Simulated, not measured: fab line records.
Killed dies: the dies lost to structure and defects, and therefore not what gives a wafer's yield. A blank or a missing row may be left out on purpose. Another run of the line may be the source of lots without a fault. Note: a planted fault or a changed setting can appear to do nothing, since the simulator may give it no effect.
Which tool was responsible? ; flow nand_harc ; 36 wafers sampled from 12 lots at 1 step of a route of 1302

## WHAT THE GAUGES SHOWED, per wafer
NHARC_A_BLC_CD_MEAS_19. Usual: 101.4 nm for cd_nm, sd 1.8.
lot;measured;on;cd_nm (nm);flag
L827;day 23 00:49;cd_sem-02;100.7 103.4 102.1;
L828;day 23 15:35;cd_sem-03;100.0 101.7 101.3;
L829;day 24 06:34;cd_sem-02;100.2 103.1 101.0;
L833;day 25 09:46;cd_sem-02;99.6 102.6 101.6;
L831;day 25 12:13;cd_sem-03;98.9 101.9 98.4;
L835;day 27 01:11;cd_sem-01;101.5 100.2 100.0;
L837;day 27 18:04;cd_sem-02;103.7 103.4 101.7;
L842;day 28 20:46;cd_sem-02;99.1 105.7 100.4;
L840;day 28 23:53;cd_sem-02;98.0 100.2 101.8;
L844;day 30 22:29;cd_sem-01;103.9 99.5 100.2;
L847;day 32 11:47;cd_sem-02;102.1 98.6 100.0;
L848;day 32 13:17;cd_sem-01;102.6 101.9 99.9;

## WHAT TOOL EACH LOT RAN ON (gives the tool, then ch and the chambers of the sampled wafers, and finally the start)
There is no process step in the record ahead of these readings.

## AS READ BY THE TOOLS THEMSELVES (means over the sampled wafers that have a number; for cases with no such wafer, the mark the record gives instead)
The record holds no such reading with a usual standard deviation.

## THE ANSWER, worked out from the rows above alone
Rule: lot off if the mean of its wafers having a number is beyond 3 standard deviations from the usual mean. A lot without any number at a reading at which 4 lots or more have one is off too. The other lots that the step has rows for count as sound. After the gauges, taken in route order, come the tools' own readings; for these a lot's mean is taken, as printed above. The first step at which some lot is off is used, and at that step the reading that is off furthest; a lot without a number counts as furthest.
No lot is off at any reading shown: from this, nothing can be told.

## WHAT HAD BEEN PUT IN BY THE SIMULATOR
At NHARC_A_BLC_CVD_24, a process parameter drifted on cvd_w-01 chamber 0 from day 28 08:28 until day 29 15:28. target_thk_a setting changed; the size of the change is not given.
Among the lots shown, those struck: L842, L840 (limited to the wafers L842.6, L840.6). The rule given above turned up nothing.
